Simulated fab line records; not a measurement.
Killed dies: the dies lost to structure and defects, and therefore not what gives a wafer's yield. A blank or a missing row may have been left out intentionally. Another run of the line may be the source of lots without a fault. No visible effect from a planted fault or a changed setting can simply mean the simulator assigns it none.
fab line records -- flow n5Finfet
[record] lots = 3, wafers = 9, lastDay = 16
route steps=1938 shown PMOS_HMC_CHANNEL_EPI@83 FIN_SAQP@90 FIN_CUT@174 STI_FIN_REVEAL@197 BEOL_M4@1111 PASSIVATION@1936
lots with no fault: from the same line, run without faults
startH: start of the lot's first displayed wafer, in hours after the record's first day -- waitH: hours from the lot's prior step to this one -- " the same as in the row above -- L1.1+2: a single row standing in for several wafers -- - no value, or no start was given -- * or withheld: withheld -- < > ~ a bound
route shown NAME@n: a module of which the file shows steps, and the number in the route of the first -- usual: average and standard deviation across the fault-free wafers -- same: alike in all rows -- chamber/n: place in a boat -- sites: readings site by site -- _std_site: how widely they spread, as a standard deviation -- _edge_site: inner sites' mean taken away from outer sites' mean -- radiusMm: for every site, how far away it sits from the centre of the wafer -- mask NAME#n: copy n -- behind: the tool/chamber that last shaped the wafer -- hold: the reason the lot was held/the length of the hold in hours/how it ended -- device: which transistor (n, p or np) failed to switch -- end of line: the route-end tests of the same wafers -- a step without rows: its recipe alone -- killed: not the wafer's yield, but the dies lost to structure and defects at the first sort -- map: per-die view of a wafer (x killed, . not killed, _ where there is no die)
set.NAME: the setting that was run; set.NAME@STEP: the one run at that earlier step -- model.NAME: the simulator's own value behind a step, which no gauge read
a table for each step, a row for each wafer; lots at some steps of the route
services: the hour from which a tool's chamber was out of use, counted from the record's first day as startH (under 0 if before that day), plus the number of hours and why
[[steps]]
[step N5_PMOS_HMC_CHANNEL_EPI_PRECLEAN_40]
[recipe] chemistry = DHF, timeS = 30, tempC = 25, dilution = withheld
[step N5_PMOS_HMC_CHANNEL_EPI_PRECLEAN_37]
[recipe] chemistry = O3/DIW, timeS = 45, tempC = 22, o3Ppm = 10
[step N5_PMOS_HMC_CHANNEL_EPI_PRECLEAN_24]
[recipe] chemistry = DHF, timeS = 30, tempC = 25, dilution = withheld
[step N5_PMOS_HMC_CHANNEL_EPI_SRD_25]
[recipe] dry = ipaMarangoni, doPpb = 5, timeS = 30, tempC = 23, rinseLiquid = diw
[step N5_PMOS_HMC_CHANNEL_EPI_EPI_26]
[recipe] material = Si, targetThkA = 38, tempC = 650, precursor = SiH4/H2, pressureTorr = 20, timeS = 22.7
[step N5_FIN_SAQP_PRECLEAN_42]
[recipe] chemistry = O3/DIW, timeS = 60, tempC = 22, o3Ppm = 10
[step N5_FIN_SAQP_PRECLEAN_00]
[recipe] chemistry = SC1, timeS = 60, tempC = 55, mix = 1:2:50
[step N5_FIN_SAQP_PRECLEAN_44]
[recipe] chemistry = SC2, timeS = 45, tempC = 35, mix = 1:1:50
[step N5_FIN_SAQP_SRD_01]
[recipe] dry = ipaMarangoni, timeS = 30, tempC = 23, rinseLiquid = diw
[step N5_FIN_SAQP_ALD_61]
[recipe] material = SiO2, targetThkA = 40, tempC = 300, aldPrecursorFamily = BDEAS, aldCoReactant = O2-plasma, pulseTimeS = 1, purgeTimeS = 2, coReactantPurgeTimeS = 2, aldCycles = 43, pressureTorr = 2
[usual] aldCycles = 43/0, heaterPowerW = 484/64, precursorPulseHeightRel = 1.003/0.021
[same] purgeTimeS = 2
lot.wafer,tool,chamber,startH,waitH,aldCycles,heaterPowerW,precursorPulseHeightRel,model.SiO2_of_FIN_SAQP_ALD_61.thkNm
L807.2,aldSin-01,0,26.99,0.0,43,527,0.995,4.003
L807.4,aldSin-01,1,26.99,0.0,43,474,0.994,4.002
L807.6,aldSin-01,0,26.99,0.0,43,529,1.019,3.992
L817.4,aldSin-01,0,87.03,0.0,35,539,0.978,3.262
L817.5,aldSin-01,1,87.03,0.0,43,480,1.005,3.987
L817.6,aldSin-01,2,87.03,0.0,43,469,0.973,4.037
L822.2,aldSin-03,0,118.16,1.8,43,613,0.985,3.994
L822.4,aldSin-03,3,118.16,1.8,43,532,1.008,4
L822.5,aldSin-03,1,118.16,1.8,43,371,0.993,4.02
[step N5_FIN_SAQP_DENSIFY_62]
[recipe] tempC = 700, timeS = 60, ambient = N2, idleTempC = 600, rampUpCPerS = 150, rampDownCPerS = 60, coolToC = 600
[step N5_FIN_SAQP_HM_DEP_03]
[recipe] material = SiNx, targetThkA = 380, tempC = 400, precursor = SiH4/NH3/N2, pressureTorr = 1.5, rfW = 300, timeS = 33.6
[step N5_FIN_SAQP_PECVD_47]
[recipe] material = a-Si, targetThkA = 450, tempC = 400, precursor = SiH4/He, pressureTorr = 3, rfW = 100, timeS = 36.3
[step N5_FIN_SAQP_PECVD_48]
[recipe] material = SiNx, targetThkA = 250, tempC = 400, precursor = SiH4/NH3/N2, pressureTorr = 1.5, rfW = 300, timeS = 22.1
[step N5_FIN_SAQP_PECVD_06]
[recipe] material = a-Si, targetThkA = 600, tempC = 400, precursor = SiH4/He, pressureTorr = 3, rfW = 100, timeS = 48.1
[step N5_FIN_SAQP_HM_DEP_72]
[recipe] material = SiO2, targetThkA = 120, tempC = 400, precursor = SiH4/N2O, pressureTorr = 0.75, rfW = 275, timeS = 7.2
[step N5_FIN_SAQP_COAT_49]
[recipe] resist = SOC, tempC = 250, timeS = 60, spinRpm = 1500, resistThkNm = 100
[step N5_FIN_SAQP_COAT_50]
[recipe] resist = SiARC, tempC = 220, timeS = 60, spinRpm = 1500, resistThkNm = 35
[step N5_FIN_SAQP_COAT_10]
[recipe] resist = CAR-ArF, spinRpm = 1500, resistThkNm = 90
[step N5_FIN_SAQP_EBR_12]
[recipe] solvent = PGMEA, ebrWidthMm = 1.5
[step N5_FIN_SAQP_SOFTBAKE_11]
[recipe] tempC = 110, timeS = 60, resist = CAR-ArF
[step N5_FIN_SAQP_EXPOSE_13]
[recipe] maskId = FIN_CORE, na = 1.35, sourceShape = dipole, sigmaInner = 0.538, sigmaOuter = 0.738, polarization = te, targetCdNm = 35.6, doseMj = 63.25
[step N5_FIN_SAQP_PEB_14]
[recipe] pebTempC = withheld, pebTimeS = 60, resist = CAR-ArF
[step N5_FIN_SAQP_DEVELOP_15]
[recipe] developTimeS = 30, developer = TMAH, resist = CAR-ArF, devTempC = 23, rinseLiquid = diw, dry = airSpin
[step N5_FIN_SAQP_DESCUM_21]
[recipe] chemistry = O2, timeS = 7.9, sourcePowerW = 50, biasPowerW = 20, pressureMtorr = 20, rfFrequencyHz = 2.712e+07, tempC = 40, resist = CAR-ArF, o2FlowSccm = 225
[step N5_FIN_SAQP_ETCH_51]
[recipe] chemistry = CF4, target = SiARC, targetDepthA = 455, maskMaterial = CAR-ArF, timeS = 75.8, ionEnergyEv = 80, pressureMtorr = 40, sourceW = 545, biasW = 36, Ar_flow_sccm = 100, cf4FlowSccm = 100, ends = cleared
[step N5_FIN_SAQP_ETCH_52]
[recipe] chemistry = N2/H2, target = SOC, targetDepthA = 1000, overetchA = 200, maskMaterial = SiARC, tempC = 40, timeS = 150, ionEnergyEv = 200, pressureMtorr = 30, sourceW = 840, biasW = 150, n2FlowSccm = 200, h2FlowSccm = 200, ends = endPoint
[step N5_FIN_SAQP_STRIP_53]
[recipe] chemistry = N2/H2, tempC = 40, n2FlowSccm = 200, h2FlowSccm = 200, rfFrequencyHz = 6e+07
[step N5_FIN_SAQP_HM_OPEN_73]
[recipe] chemistry = CHF3/O2, target = SiO2, stopOn = a-Si, targetDepthA = 120, overEtchFrac = 1.8, maskMaterial = SOC, timeS = 16.8, pressureMtorr = 30, sourceW = 650, biasW = 170, Ar_flow_sccm = 200, CHF3_flow_sccm = 50, O2_flow_sccm = 5, ionEnergyEv = 200, ends = endPoint
[step N5_FIN_SAQP_STRIP_74]
[recipe] chemistry = CHF3/O2, resist = SiARC, rfFrequencyHz = 6e+07
[step N5_FIN_SAQP_MANDREL_ETCH_22]
[recipe] targetDepthA = 600, chemistry = HBr/Cl2, target = a-Si, stopOn = SiNx, btTimeS = 10, overEtchFrac = 0.5, timeS = 30, pressureMtorr = 10, icpW = 800, biasW = 75, HBr_flow_sccm = 150, Cl2_flow_sccm = 80, ends = endPoint
[step N5_FIN_SAQP_STRIP_55]
[recipe] chemistry = N2/H2, powerW = 500, tempC = 40, pressureMtorr = 50, rfFrequencyHz = 6e+07, overashFraction = 0.3, biasPowerW = 28, h2Frac = 0.5, n2FlowSccm = 300, h2FlowSccm = 300
[step N5_FIN_SAQP_STRIP_23]
[recipe] chemistry = SPM, timeS = 750, tempC = 130, h2so4H2o2VolRatio = 4
[step N5_FIN_SAQP_SRD_66]
[recipe] dry = ipaMarangoni, timeS = 30, tempC = 23, rinseLiquid = diw
[step N5_FIN_CUT_CUT_ETCH_27]
[recipe] chemistry = CHF3/O2, target = SiO2, targetDepthA = 40, maskMaterial = SOC, overetchA = 20, timeS = 4.9, pressureMtorr = 30, sourceW = 650, biasW = 170, Ar_flow_sccm = 200, CHF3_flow_sccm = 50, O2_flow_sccm = 5, ionEnergyEv = 200
[usual] drypumpMotorCurrentA = 5.6/0.43, oesProductAu = 0.62/0.072, rfFwdPowerW = 643.2/2.6, rfVppV = 528/23, showerheadPlenumPTorr = 2.39/0.06, throttleValvePct = 18.90/0.18
lot.wafer,tool,chamber,startH,waitH,drypumpMotorCurrentA,oesProductAu,rfFwdPowerW,rfHoursCounterH,rfVppV,showerheadPlenumPTorr,throttleValvePct,model.etch.depthNm
L807.2,rieDiel-04,2,33.77,0.0,5.7,0.57,641.6,187,499,2.31,19.20,4.003
L807.4,rieDiel-04,0,33.77,0.0,5.9,0.60,644.9,-,506,2.40,18.93,4.002
L807.6,rieDiel-04,2,33.77,0.0,5.7,0.57,644.4,-,498,2.31,19.21,3.992
L817.4,rieDiel-03,1,94.64,0.0,5.4,0.50,641.7,250,558,2.28,19.24,3.262
L817.5,rieDiel-03,1,94.64,0.0,5.4,0.55,644.3,-,558,2.28,19.25,3.987
L817.6,rieDiel-03,0,94.64,0.0,5.1,0.59,638.8,-,563,2.42,19.00,4.037
L822.2,rieDiel-04,1,125.59,0.0,5.2,0.58,645.5,187,509,2.40,18.80,3.994
L822.4,rieDiel-04,3,125.59,0.0,5.1,0.72,641.0,26,508,2.35,18.66,4
L822.5,rieDiel-04,1,125.59,0.0,5.2,0.57,647.6,-,508,2.40,18.81,4.02
[step N5_STI_FIN_REVEAL_STRIP_16]
[recipe] chemistry = H3PO4, material = SiNx, tempC = 165, targetDepthA = 238, overetchFraction = 0.4964, dry = ipaMarangoni
lot.wafer,tool,chamber,startH,waitH,model.SiO2_of_FIN_SAQP_ALD_61.thkNm
L807.2+4+6,wetBench-02,"7,1,4",42.56,1.1,3.8
L817.4,wetBench-03,4,104.22,0.6,3
L817.5+6,wetBench-03,"1,6",104.22,0.6,3.8
L822.2+4+5,wetBench-03,"5,7,2",135.19,1.1,3.8
[step N5_BEOL_M4_RC_MEAS_101]
[usual] DIBL_N = 36.0/2.5, DIBL_P = 36.2/3, IOFF_N = 0.16/0.044, IOFF_P = 0.21/0.049, ION_N = 671/15, ION_P = 461/8.7, SS_N = 71.5/0.72, SS_P = 73.4/0.9, VT_N = 251/4.4, VT_P = -250/4
lot.wafer,tool,chamber,startH,waitH,DIBL_N[mV/V],DIBL_P[mV/V],IOFF_N[nA/um],IOFF_P[nA/um],ION_N[uA/um],ION_P[uA/um],SS_N[mV/dec],SS_P[mV/dec],VT_N[mV],VT_P[mV]
L807.2,prober-02,0,189.40,0.8,29.5,30.2,0.08,0.13,638,444,70.2,71.6,261,-259
L807.4,prober-02,0,189.40,0.8,31.8,32.8,0.10,0.14,651,447,71.0,72.9,258,-258
L807.6,prober-02,0,189.40,0.8,34.0,36.0,0.12,0.18,647,447,71.3,73.2,257,-257
L817.4,prober-02,0,252.35,0.5,35.2,34.6,0.13,0.18,665,453,71.1,72.8,252,-253
L817.5,prober-02,0,252.35,0.5,34.5,33.7,0.12,0.16,666,456,71.1,71.6,255,-253
L817.6,prober-02,0,252.35,0.5,35.7,34.2,0.14,0.16,659,451,71.3,72.6,253,-256
L822.2,prober-02,0,271.16,0.2,38.9,40.4,0.23,0.28,701,476,72.3,73.8,245,-246
L822.4,prober-02,0,271.16,0.2,35.1,34.5,0.15,0.18,678,458,71.1,72.5,249,-253
L822.5,prober-02,0,271.16,0.2,36.7,37.4,0.17,0.22,692,468,72.2,73.7,250,-252
[step N5_PASSIVATION_PROBE_49]
[usual] defectLimitedYield = 91.7/1.4, killed_at_M0_to_M3 = 31/11, killed_at_M4_up = 13/4.6, killedAtContacts = 13/6.7, killedAtFrontEnd = 39/9.6, killedAtOther = 3.5/2.8, killedDies = 98/16, killedOpen = 64/11, killedShort = 33/8.5, sort_bin_4_leakage = 0.00/0.032, sort_bin_5_function = 4.9/0.96, sort_bin_6_memory = 3.1/0.59, sort_bin_8_speed = 0.2/1.3, sortNPass = 1080/23
[same] grossDies = 1180, killedAtBackSide = 0
lot.wafer,tool,chamber,startH,waitH,defectLimitedYield[%],killed_at_M0_to_M3,killed_at_M4_up,killedAtContacts,killedAtFrontEnd,killedAtOther,killedDies,killedOpen,killedShort,sort_bin_4_leakage[%],sort_bin_5_function[%],sort_bin_6_memory[%],sort_bin_8_speed[%],sortNPass
L807.2,prober-01,-,301.91,0.2,90.3,31,17,9,55,3,115,74,37,0,4.7,4.7,2.5,1035
L807.4,prober-01,-,302.01,0.3,92.5,14,11,1,58,5,89,63,26,0,4.1,3.4,0,1091
L807.6,prober-01,-,302.11,0.4,93.5,18,13,13,32,1,77,50,27,0,3.7,2.5,0,1103
L817.4,prober-01,-,348.04,0.2,92.1,43,10,17,20,3,93,59,30,0,5.0,2.5,0.2,1087
L817.5,prober-01,-,348.09,0.2,91.6,37,15,3,41,3,99,68,29,0,4.7,3.4,0.1,1081
L817.6,prober-01,-,348.14,0.3,92.8,34,9,11,28,3,85,65,20,0,3.8,3.2,0,1095
L822.2,prober-02,-,377.55,0.1,93.8,23,7,9,28,6,73,41,31,0.17,3.0,2.9,0,1105
L822.4,prober-02,-,377.65,0.2,88.8,45,14,12,53,8,132,77,54,0,6.8,3.8,0,1048
L822.5,prober-02,-,377.70,0.2,91.9,45,6,2,37,5,95,65,30,0,4.7,3.0,0,1085
// killed by level:class
L807.2 STI_FIN_REVEAL:geometricParticle:open=21 BEOL_M0_SAQP:geometricParticle:short=8 BEOL_M1:geometricParticle:open=8 MOL_CONTACT_COAG:geometricParticle:open=7 BEOL_M3:geometricParticle:open=7 BEOL_M4:geometricParticle:open=7 FIN_SAQP:geometricParticle:open=6 FIN_SAQP:geometricParticle:short=6
L807.4 STI_FIN_REVEAL:geometricParticle:open=28 FIN_SAQP:geometricParticle:open=10 STI_FIN_REVEAL:geometricParticle:short=8 BEOL_M1:geometricParticle:open=6 BEOL_M4:geometricParticle:open=5 DUMMY_GATE:geometricParticle:open=4 GATE_CUT:geometricParticle:short=4 BEOL_M1:geometricParticle:short=2
L807.6 MOL_CONTACT_COAG:geometricParticle:open=12 STI_FIN_REVEAL:geometricParticle:open=9 STI_FIN_REVEAL:geometricParticle:short=8 FIN_SAQP:geometricParticle:short=4 ILD0:geometricParticle:open=4 BEOL_M1:geometricParticle:open=4 BEOL_M3:geometricParticle:open=4 BEOL_M4:geometricParticle:open=4
L817.4 MOL_CONTACT_COAG:geometricParticle:open=15 BEOL_M0_SAQP:geometricParticle:short=12 BEOL_M3:geometricParticle:open=8 BEOL_M1:geometricParticle:open=6 BEOL_M2:geometricParticle:open=6 BEOL_M4:geometricParticle:open=6 FIN_SAQP:geometricParticle:open=4 FIN_SAQP:geometricParticle:short=4
L817.5 BEOL_M3:geometricParticle:open=13 FIN_SAQP:geometricParticle:short=11 FIN_SAQP:geometricParticle:open=9 BEOL_M0_SAQP:geometricParticle:open=8 BEOL_M1:geometricParticle:open=7 BEOL_M4:geometricParticle:open=7 STI_FIN_REVEAL:geometricParticle:open=5 GATE_CUT:geometricParticle:open=4
L817.6 MOL_CONTACT_COAG:geometricParticle:open=9 BEOL_M1:geometricParticle:open=9 FIN_SAQP:geometricParticle:open=8 BEOL_M0_SAQP:geometricParticle:open=6 BEOL_M2:geometricParticle:open=6 STI_FIN_REVEAL:geometricParticle:open=5 BEOL_M4:geometricParticle:open=5 DUMMY_GATE:geometricParticle:open=4
L822.2 BEOL_M3:geometricParticle:open=6 STI_FIN_REVEAL:geometricParticle:open=6 MOL_CONTACT_COAG:geometricParticle:open=6 BEOL_M1:geometricParticle:open=6 GATE_CUT:geometricParticle:short=5 STI_FIN_REVEAL:geometricParticle:short=4 BEOL_M0_SAQP:geometricParticle:short=4 BEOL_M3:geometricParticle:short=4
L822.4 STI_FIN_REVEAL:geometricParticle:open=18 MOL_CONTACT_COAG:geometricParticle:open=10 GATE_CUT:geometricParticle:short=8 BEOL_M0_SAQP:geometricParticle:short=8 BEOL_M3:geometricParticle:open=8 BEOL_M1:geometricParticle:open=7 BEOL_M1:geometricParticle:short=7 GATE_CUT:geometricParticle:open=6
L822.5 BEOL_M0_SAQP:geometricParticle:open=14 BEOL_M0_SAQP:geometricParticle:short=10 STI_FIN_REVEAL:geometricParticle:open=9 BEOL_M2:geometricParticle:open=7 FIN_SAQP:geometricParticle:open=5 DUMMY_GATE:geometricParticle:open=5 BEOL_M1:geometricParticle:open=5 GATE_CUT:geometricParticle:open=4
[[services]]
tool,chamber,startH,hours,kind
aldSin-01,1,5.12,3.7,repair
rieDiel-04,-,7.01,0.3,repair
rieDiel-03,3,11.39,-,clean
rieDiel-03,3,11.39,-,consumableReplace:focusRing
rieDiel-03,3,11.39,13.9,scheduledDown
rieDiel-03,3,11.39,13.9,ventCycle
rieDiel-04,3,15.15,-,clean
rieDiel-04,3,15.15,-,consumableReplace:focusRing
rieDiel-04,3,15.15,18.2,scheduledDown
rieDiel-04,3,15.15,18.2,ventCycle
aldSin-03,1,34.04,12.3,repair
aldSin-01,2,38.54,3.2,repair
aldSin-01,1,40.54,4.0,repair
wetBench-03,-,72.24,1.0,repair
aldSin-03,-,85.74,14.0,pm
aldSin-03,0,85.74,14.0,ventCycle
aldSin-03,1,85.74,14.0,ventCycle
aldSin-03,2,85.74,14.0,ventCycle
aldSin-03,3,85.74,14.0,ventCycle
rieDiel-03,1,94.69,-,clean
rieDiel-03,1,94.69,-,consumableReplace:focusRing
wetBench-02,-,98.44,0.9,repair
aldSin-01,1,99.03,2.6,repair
aldSin-01,2,127.67,1.4,repair
[[key]]
[firstSign] step = N5_FIN_SAQP_ALD_61, reading = aldCycles, direction = down, sigmas = 99+, usual = *, struck = *
effect none on later readings
[modelEffect] step = N5_FIN_SAQP_ALD_61, value = SiO2_of_FIN_SAQP_ALD_61.thkNm, without = 4.006, struck = 3.262
[modelEffect] step = N5_FIN_CUT_CUT_ETCH_27, value = etch.depthNm, without = 4.006, struck = 3.262
[modelEffect] step = N5_STI_FIN_REVEAL_STRIP_16, value = SiO2_of_FIN_SAQP_ALD_61.thkNm, without = 3.8, struck = 3
metAt N5_FIN_SAQP_ALD_61
struckWafers L817.4
onsetBetween 26.99 87.03
[fault] kind = processParameterDrift, tool = aldSin-01, chamber = -, onsetH = 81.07, steps = N5_FIN_SAQP_ALD_61, channel = aldCycles, offset = *, shape = step, endH = 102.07, scope = struckWafersOnly, actsIn = *, stated = *
